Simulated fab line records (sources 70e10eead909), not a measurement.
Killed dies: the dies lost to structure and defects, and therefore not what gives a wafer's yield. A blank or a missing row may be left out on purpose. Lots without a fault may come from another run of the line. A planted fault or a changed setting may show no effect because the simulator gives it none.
Tool commonality check | flow nand_harc | 1 lot, 3 wafers sampled

WHY IT WAS OPENED
At NHARC_END_SORT_01 the reading killed_at_periphery is flagged on 1 of 1 lot. Fault-free wafers read 3.0, with a standard deviation of 2.1.
Rule: flag the lot when none of its wafers has a number, or when each of its wafers that has one lies beyond 4 standard deviations from that mean. As for the other lots, they are considered sound.

lot  | measured     | on        | killed_at_periphery, wafer by wafer | flag
L315 | day 21 17:43 | prober-02 | 646 646 654                         | FLAGGED
Averaged over the flagged lots the numbers come to 648.7, +645.7 from the usual (+99 or more standard deviations).

EACH LOT AND THE TOOL IT RAN ON
Before the reading, the record contains 2 process steps out of a 1159-step route. Cell contents, in order: the tool; ch with the chambers the sampled wafers went through; the start.
lot  | flag    | NHARC_P_ZERO_WELL_DESCUM_26       | NHARC_P_ZERO_WELL_EXPOSE_34
L315 | FLAGGED | rie_diel-07 ch 0,1,3, day 2 20:32 | krf_scanner-02 ch 0, day 2 21:51
What these steps do:
- NHARC_P_ZERO_WELL_DESCUM_26: chemistry O2, time 3 s.
- NHARC_P_ZERO_WELL_EXPOSE_34: exposes mask P PWELL, target cd 720 nm.
- NHARC_END_SORT_01

FLAGGED OVER TOTAL, TOOL BY TOOL (the gauges that took the reading come last)
step                        | tool           | lots run | flagged | share of the flagged lots | sound lots run after its first flagged lot
NHARC_P_ZERO_WELL_DESCUM_26 | rie_diel-07    | 1        | 1       | all                       | 0
NHARC_P_ZERO_WELL_EXPOSE_34 | krf_scanner-02 | 1        | 1       | all                       | 0
NHARC_END_SORT_01           | prober-02      | 1        | 1       | all                       | 0

WHAT THE TABLE ALLOWS
In the table, 3 rows ran each flagged lot (rie_diel-07 at NHARC_P_ZERO_WELL_DESCUM_26; krf_scanner-02 at NHARC_P_ZERO_WELL_EXPOSE_34; prober-02 at NHARC_END_SORT_01).
- rie_diel-07 at NHARC_P_ZERO_WELL_DESCUM_26: 1 of its 1 lot flagged. It ran no sound lot before its first flagged lot in this sample, so the start can't be narrowed down.
- krf_scanner-02 at NHARC_P_ZERO_WELL_EXPOSE_34: 1 of its 1 lot flagged. It ran no sound lot before its first flagged lot in this sample, so the start can't be narrowed down.
- prober-02 at NHARC_END_SORT_01: 1 of its 1 lot flagged. It ran no sound lot before its first flagged lot in this sample, so the start can't be narrowed down.
A lot count leaves these 3 tools indistinguishable: every one of them fits a fault beginning at some hour. More lots, or a look at what each step does to the wafer, might.

WHAT WAS PUT IN BY THE SIMULATOR
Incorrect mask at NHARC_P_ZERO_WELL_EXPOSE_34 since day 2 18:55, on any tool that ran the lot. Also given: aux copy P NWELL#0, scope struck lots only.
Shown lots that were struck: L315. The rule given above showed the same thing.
